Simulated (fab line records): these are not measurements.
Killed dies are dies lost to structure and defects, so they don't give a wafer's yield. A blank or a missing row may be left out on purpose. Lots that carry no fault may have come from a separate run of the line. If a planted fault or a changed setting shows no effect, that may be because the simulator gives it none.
Chamber matching    flow n5 finfet    3 sister chambers for N5_BEOL_M5_CURE_79 on uv cure-03
The step cures SiCOH lowk, time 240 s. 6 wafers are shown with their chamber, then 8 later ones without.

## WAFERS PAIRED WITH THEIR CHAMBERS
wafer   chamber  wafer_temp_C_max  lamp power pct (%)
L082.4  0        385.9             52.37
L085.5  2        386.8             52.38
L085.6  2        387.9             52.38
L088.2  1        387.0             52.37
L088.6  1        387.7             52.34
L089.1  0        385.5             52.26

## WAFERS WHOSE CHAMBER IS MISSING
wafer   wafer_temp_C_max  lamp power pct (%)
L089.3  385.8             52.34
L089.5  385.5             52.24
L093.1  386.9             52.23
L093.3  386.4             52.25
L093.4  386.9             52.29
L092.1  385.9             52.35
L092.2  386.2             52.39
L092.6  386.1             52.38

## WHICH CHAMBER EACH WENT THROUGH
wafer   from the rows above           in truth
L089.3  0                             0
L089.5  0                             0
L093.1  can't be placed: 1 or 0 or 2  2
L093.3  can't be placed: 0 or 1 or 2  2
L093.4  can't be placed: 1 or 2 or 0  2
L092.1  can't be placed: 0 or 1 or 2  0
L092.2  can't be placed: 0 or 2 or 1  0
L092.6  can't be placed: 0 or 2 or 1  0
Correctly placed: 2 of 8. Unplaceable from these rows: 6, with the true chamber sitting among the candidates in 6. 0 placed wrongly.
How it was worked out, from the rows above alone: a wafer's distance from a chamber is the root of the sum, over the readings, of the square of ((its reading less the chamber's mean) divided by the reading's scatter). The wafer belongs to the nearest chamber; if the next one is less than 2 further off, it can't be placed. The mean given for a chamber averages the wafers shown for that chamber. The scatter: take each reading less its chamber's mean, square it, sum over the shown wafers, divide by the number of wafers less the number of chambers, and take the root.
